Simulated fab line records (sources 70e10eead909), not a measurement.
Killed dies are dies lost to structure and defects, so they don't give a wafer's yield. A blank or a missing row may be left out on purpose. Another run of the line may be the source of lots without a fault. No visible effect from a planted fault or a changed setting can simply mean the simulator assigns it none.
Matching of chambers ; flow nand_harc ; NHARC_A_CHANNEL_HOLE_D2_DEP_01 on pecvd-03: 3 sister chambers
The step deposits SiON, target thk 140 nm. 6 wafers are shown with their chamber, then 11 later ones without.

## WAFERS, EACH WITH ITS CHAMBER
wafer;chamber;heater_power_w (W)
L082.2;2;705
L082.5;2;695
L085.1;1;733
L085.4;1;769
L085.5;0;712
L086.2;0;760

## WAFERS WITH NO CHAMBER GIVEN
wafer;heater_power_w (W)
L086.3;658
L086.4;768
L089.4;720
L089.5;767
L089.6;657
L093.1;710
L093.2;754
L093.3;651
L097.3;696
L097.5;726
L097.6;700

## CHAMBER TAKEN BY EACH
wafer;from the rows above;in truth
L086.3;can't be placed: 2 or 0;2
L086.4;can't be placed: 1 or 0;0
L089.4;can't be placed: 0 or 2 or 1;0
L089.5;can't be placed: 1 or 0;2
L089.6;can't be placed: 2 or 0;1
L093.1;can't be placed: 2 or 0 or 1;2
L093.2;can't be placed: 1 or 0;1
L093.3;can't be placed: 2 or 0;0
L097.3;can't be placed: 2 or 0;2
L097.5;can't be placed: 0 or 1 or 2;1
L097.6;can't be placed: 2 or 0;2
Correct placement for 0 of the 11. Can't be placed from these rows: 11 (the true chamber is among the candidates in 9). Placed wrongly: 0.
How it was worked out, from the rows above alone: a wafer's distance from a chamber is the root of the sum, over the readings, of the square of ((its reading less the chamber's mean) divided by the reading's scatter). If the next closest chamber is less than 2 further off than the closest, the wafer can't be placed; otherwise it belongs to the closest. The mean given for a chamber averages the wafers shown for that chamber. The scatter is the square root of a quotient: the sum, over the shown wafers, of each reading's squared deviation from its chamber's mean, divided by wafers minus chambers.
